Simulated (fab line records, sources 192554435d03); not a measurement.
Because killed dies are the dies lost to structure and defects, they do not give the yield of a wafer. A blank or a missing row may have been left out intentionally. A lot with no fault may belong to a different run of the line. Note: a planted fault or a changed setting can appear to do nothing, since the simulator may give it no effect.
Split-lot trial / flow n5Finfet / 21 wafers read from 7 lots, route of 1938 steps

THE SPLIT
At N5_BEOL_M2_COAT_61 (time 60 s, resist thk 60 nm), the setting spinRpm was moved away from the recipe's 1500 rpm on 5 of the 21 wafers read, by -8.0% to +10.9%. For the rest of the wafers, this setting stayed at what the recipe calls for.

FROM THE SPLIT TO THE READING: what the file shows between them, 10 steps
- N5_BEOL_M2_COAT_62: time 60 s, resist thk 12 nm (also split here: spinRpm)
- N5_BEOL_M2_COAT_73: time 60 s, resist thk 5 nm
- N5_BEOL_M2_COAT_05: resist thk 30 nm
- N5_BEOL_M2_DESCUM_16: chemistry O2, time 7 s
- N5_BEOL_M2_ETCH_74: etches underlayer in N2/H2, target depth 6.5 nm, time 5.2 s
- N5_BEOL_M2_ETCH_63: etches SiARC in CF4, target depth 15.6 nm, time 26 s
- N5_BEOL_M2_ETCH_64: etches SOC in N2/H2, target depth 75 nm, overetch 22.5 nm, time 121.9 s
- N5_BEOL_M2_STRIP_65: strips in N2/H2
- N5_BEOL_M2_STRIP_75: strips in N2/H2
- N5_BEOL_M2_STRIP_66: strips in CF4

THE READING
SOC_of_BEOL_M2_COAT_61.thkNm (the simulator's own value, which no gauge read), in nm, at N5_BEOL_M2_HM_OPEN_17 (chemistry Cl2/BCl3, target TiN, target depth 20 nm, overetch 6 nm). The file does not state a usual value for it. The 16 wafers here that ran the recipe average 52.0 nm, standard deviation 0.21 nm.

wafer=L074.2; tool, chamber at the split=lithoTrack-02, 0; spinRpm as run, rpm=1500; against the recipe=recipe; SOC_of_BEOL_M2_COAT_61.thkNm, nm=52.2; against lot-mates on the recipe=-
wafer=L074.4; tool, chamber at the split=lithoTrack-02, 0; spinRpm as run, rpm=1380; against the recipe=-8.0%; SOC_of_BEOL_M2_COAT_61.thkNm, nm=54.6; against lot-mates on the recipe=+2.5
wafer=L074.6; tool, chamber at the split=lithoTrack-02, 0; spinRpm as run, rpm=1500; against the recipe=recipe; SOC_of_BEOL_M2_COAT_61.thkNm, nm=52; against lot-mates on the recipe=-
wafer=L075.3; tool, chamber at the split=lithoTrack-02, 0; spinRpm as run, rpm=1500; against the recipe=recipe; SOC_of_BEOL_M2_COAT_61.thkNm, nm=52; against lot-mates on the recipe=-
wafer=L075.5; tool, chamber at the split=lithoTrack-02, 0; spinRpm as run, rpm=1500; against the recipe=recipe; SOC_of_BEOL_M2_COAT_61.thkNm, nm=51.8; against lot-mates on the recipe=-
wafer=L075.6; tool, chamber at the split=lithoTrack-02, 0; spinRpm as run, rpm=1664; against the recipe=+10.9%; SOC_of_BEOL_M2_COAT_61.thkNm, nm=48.8; against lot-mates on the recipe=-3.1
wafer=L080.1; tool, chamber at the split=lithoTrack-02, 0; spinRpm as run, rpm=1500; against the recipe=recipe; SOC_of_BEOL_M2_COAT_61.thkNm, nm=52.2; against lot-mates on the recipe=-
wafer=L080.4; tool, chamber at the split=lithoTrack-02, 0; spinRpm as run, rpm=1500; against the recipe=recipe; SOC_of_BEOL_M2_COAT_61.thkNm, nm=52.2; against lot-mates on the recipe=-
wafer=L080.2; tool, chamber at the split=lithoTrack-02, 0; spinRpm as run, rpm=1500; against the recipe=recipe; SOC_of_BEOL_M2_COAT_61.thkNm, nm=52.4; against lot-mates on the recipe=-
wafer=L082.1; tool, chamber at the split=lithoTrack-05, 0; spinRpm as run, rpm=1500; against the recipe=recipe; SOC_of_BEOL_M2_COAT_61.thkNm, nm=51.8; against lot-mates on the recipe=-
wafer=L082.3; tool, chamber at the split=lithoTrack-05, 0; spinRpm as run, rpm=1500; against the recipe=recipe; SOC_of_BEOL_M2_COAT_61.thkNm, nm=51.8; against lot-mates on the recipe=-
wafer=L082.6; tool, chamber at the split=lithoTrack-05, 0; spinRpm as run, rpm=1500; against the recipe=recipe; SOC_of_BEOL_M2_COAT_61.thkNm, nm=51.6; against lot-mates on the recipe=-
wafer=L084.3; tool, chamber at the split=lithoTrack-04, 0; spinRpm as run, rpm=1500; against the recipe=recipe; SOC_of_BEOL_M2_COAT_61.thkNm, nm=52; against lot-mates on the recipe=-
wafer=L084.5; tool, chamber at the split=lithoTrack-04, 0; spinRpm as run, rpm=1500; against the recipe=recipe; SOC_of_BEOL_M2_COAT_61.thkNm, nm=52; against lot-mates on the recipe=-
wafer=L084.4; tool, chamber at the split=lithoTrack-04, 0; spinRpm as run, rpm=1500; against the recipe=recipe; SOC_of_BEOL_M2_COAT_61.thkNm, nm=52.2; against lot-mates on the recipe=-
wafer=L088.2; tool, chamber at the split=lithoTrack-05, 0; spinRpm as run, rpm=1397; against the recipe=-6.9%; SOC_of_BEOL_M2_COAT_61.thkNm, nm=54.4; against lot-mates on the recipe=no lot-mate on the recipe
wafer=L088.4; tool, chamber at the split=lithoTrack-05, 0; spinRpm as run, rpm=1397; against the recipe=-6.9%; SOC_of_BEOL_M2_COAT_61.thkNm, nm=54.4; against lot-mates on the recipe=no lot-mate on the recipe
wafer=L088.6; tool, chamber at the split=lithoTrack-05, 0; spinRpm as run, rpm=1397; against the recipe=-6.9%; SOC_of_BEOL_M2_COAT_61.thkNm, nm=54.6; against lot-mates on the recipe=no lot-mate on the recipe
wafer=L091.3; tool, chamber at the split=lithoTrack-04, 0; spinRpm as run, rpm=1500; against the recipe=recipe; SOC_of_BEOL_M2_COAT_61.thkNm, nm=51.8; against lot-mates on the recipe=-
wafer=L091.5; tool, chamber at the split=lithoTrack-04, 0; spinRpm as run, rpm=1500; against the recipe=recipe; SOC_of_BEOL_M2_COAT_61.thkNm, nm=51.8; against lot-mates on the recipe=-
wafer=L091.6; tool, chamber at the split=lithoTrack-04, 0; spinRpm as run, rpm=1500; against the recipe=recipe; SOC_of_BEOL_M2_COAT_61.thkNm, nm=52; against lot-mates on the recipe=-

FIT RESULTS
A straight line over all 21 wafers: SOC_of_BEOL_M2_COAT_61.thkNm changes by -0.326 nm for each +1% of spinRpm; r = -0.99; the points scatter about the line by 0.23 nm.
The same after taking each lot's own level away (the mean of its wafers on the recipe; 18 wafers): -0.294 nm for each +1%; r = -0.99; scatter 0.11 nm.
On that fit, the largest move of spinRpm shifts the reading by 3.2 nm.
From 51.73 to 52.27 nm: that is the span of the lots' own levels, equal to 2.6 times the standard deviation above.
Thus the slope moves with the lot-to-lot level: the two fits are different.
Check: for one of the wafers moved furthest among these (+10.9%), held out of the fit, the line's prediction against its lot-mates is -3.42 nm. Against them it came out at -3.1 nm.

OTHER SPLITS APPLIED TO THESE WAFERS
Before the reading, these wafers also passed through other splits. Each is held against what the fit with the lots' levels taken away leaves over:
other split on the same wafers=N5_BEOL_M0_CUTY_ETCH_63 timeS; wafers away from the commonest value=4; r with SOC_of_BEOL_M2_COAT_61.thkNm (lot level and that fit taken away)=-0.04
other split on the same wafers=N5_BEOL_M0_ETCH_138 sourceW; wafers away from the commonest value=6; r with SOC_of_BEOL_M2_COAT_61.thkNm (lot level and that fit taken away)=+0.02
other split on the same wafers=N5_BEOL_M1_COAT_61 spinRpm; wafers away from the commonest value=5; r with SOC_of_BEOL_M2_COAT_61.thkNm (lot level and that fit taken away)=+0.21
other split on the same wafers=N5_BEOL_M2_COAT_62 spinRpm; wafers away from the commonest value=4; r with SOC_of_BEOL_M2_COAT_61.thkNm (lot level and that fit taken away)=-0.30

THE WHOLE CHAIN: every reading that the file lists as answering this split, in the file's order
step=N5_BEOL_M2_COAT_61; what it does=time 60 s, resist thk 60 nm; reading=SOC_of_BEOL_M2_COAT_61.thkNm (the simulator's own value, which no gauge read); change (the file's fit)=-0.298 nm for each +1% of the setting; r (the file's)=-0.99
step=N5_BEOL_M2_ETCH_64; what it does=etches SOC in N2/H2, target depth 75 nm, overetch 22.5 nm, time 121.9 s; reading=etch.depthNm (the simulator's own value, which no gauge read); change (the file's fit)=-0.292 nm for each +1% of the setting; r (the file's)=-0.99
step=N5_BEOL_M2_HM_OPEN_17; what it does=chemistry Cl2/BCl3, target TiN, target depth 20 nm, overetch 6 nm; reading=SOC_of_BEOL_M2_COAT_61.thkNm (the simulator's own value, which no gauge read); change (the file's fit)=-0.294 nm for each +1% of the setting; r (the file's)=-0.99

FILE'S OWN FIT
SOC_of_BEOL_M2_COAT_61.thkNm changes by -0.294 nm for each +1% of spinRpm, r = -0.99.
